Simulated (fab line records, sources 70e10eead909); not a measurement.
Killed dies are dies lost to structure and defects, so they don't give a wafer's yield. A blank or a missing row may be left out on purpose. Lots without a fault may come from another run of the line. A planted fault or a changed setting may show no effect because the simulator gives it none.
Chamber matching | flow nand_harc | NHARC_A_CONTACT_ETCH_110 on rie_diel-10: 4 sister chambers
The step etches the open film in CF4/O2, target depth 60 nm, overetch 6 nm, time 33 s. 16 wafers are shown with their chamber, then 8 later ones without.

WAFERS WITH THEIR CHAMBER
wafer  | chamber | showerhead_plenum_p_Torr (Torr) | oes_product_au (a.u.) | rf_vpp_V (V)
L084.1 | 0       | 1.42                            | 0.984                 | 199.5
L084.4 | 3       | 1.34                            | 0.972                 | 199.1
L084.5 | 2       | 1.42                            | 1.022                 | 199.4
L085.2 | 3       | 1.33                            | 0.964                 | 197.4
L085.3 | 0       | 1.42                            | 1.002                 | 200.2
L085.6 | 1       | 1.41                            | 0.974                 | 198.5
L090.2 | 0       | 1.42                            | 1.003                 | 200.2
L090.4 | 3       | 1.33                            | 0.981                 | 197.8
L090.5 | 2       | 1.42                            | 1.014                 | 199.7
L089.2 | 2       | 1.42                            | 1.015                 | 199.8
L089.4 | 2       | 1.42                            | 1.015                 | 200.6
L089.5 | 0       | 1.42                            | 1.003                 | 199.5
L093.1 | 1       | 1.40                            | 0.982                 | 199.3
L093.2 | 0       | 1.41                            | 0.995                 | 199.2
L093.5 | 2       | 1.42                            | 1.011                 | 198.8
L095.1 | 2       | 1.42                            | 1.016                 | 200.9

SIGNATURES (means of the wafers above)
reading                  | chamber 0 | chamber 1 | chamber 2 | chamber 3 | scatter within a chamber
showerhead_plenum_p_Torr | 1.4180    | 1.4050    | 1.4200    | 1.3333    | 0.00405
oes_product_au           | 0.99740   | 0.97800   | 1.01550   | 0.97233   | 0.00653
rf_vpp_V                 | 199.720   | 198.900   | 199.867   | 198.100   | 0.69
Rule: a wafer's distance from a chamber is the root of the sum, over the readings, of the square of ((its reading less the chamber's mean) divided by the reading's scatter). The wafer belongs to the nearest chamber; if the next one is less than 2 further off, it can't be placed. The scatter: the root of (the sum of the squares of (reading less its chamber's mean) over the shown wafers, divided by (wafers less chambers)).

WAFERS WITHOUT THEIR CHAMBER
wafer  | showerhead_plenum_p_Torr (Torr) | oes_product_au (a.u.) | rf_vpp_V (V)
L095.2 | 1.33                            | 0.987                 | 197.1
L095.6 | 1.41                            | 1.012                 | 199.8
L094.1 | 1.41                            | 0.997                 | 200.8
L094.2 | 1.42                            | 1.009                 | 199.0
L094.3 | 1.33                            | 0.986                 | 198.4
L096.1 | 1.33                            | 0.976                 | 198.0
L096.4 | 1.41                            | 1.006                 | 199.3
L096.6 | 1.41                            | 1.004                 | 199.1

WHICH CHAMBER EACH WENT THROUGH
wafer  | from the rows above          | in truth
L095.2 | 3                            | 3
L095.6 | can't be placed: 2 or 0      | 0
L094.1 | can't be placed: 0 or 2 or 1 | 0
L094.2 | can't be placed: 2 or 0      | 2
L094.3 | 3                            | 3
L096.1 | 3                            | 3
L096.4 | can't be placed: 0 or 2      | 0
L096.6 | can't be placed: 0 or 2 or 1 | 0
Placed correctly: 3 of 8. Can't be placed from these rows: 5 (the true chamber is among the candidates in 5). Placed wrongly: 0.
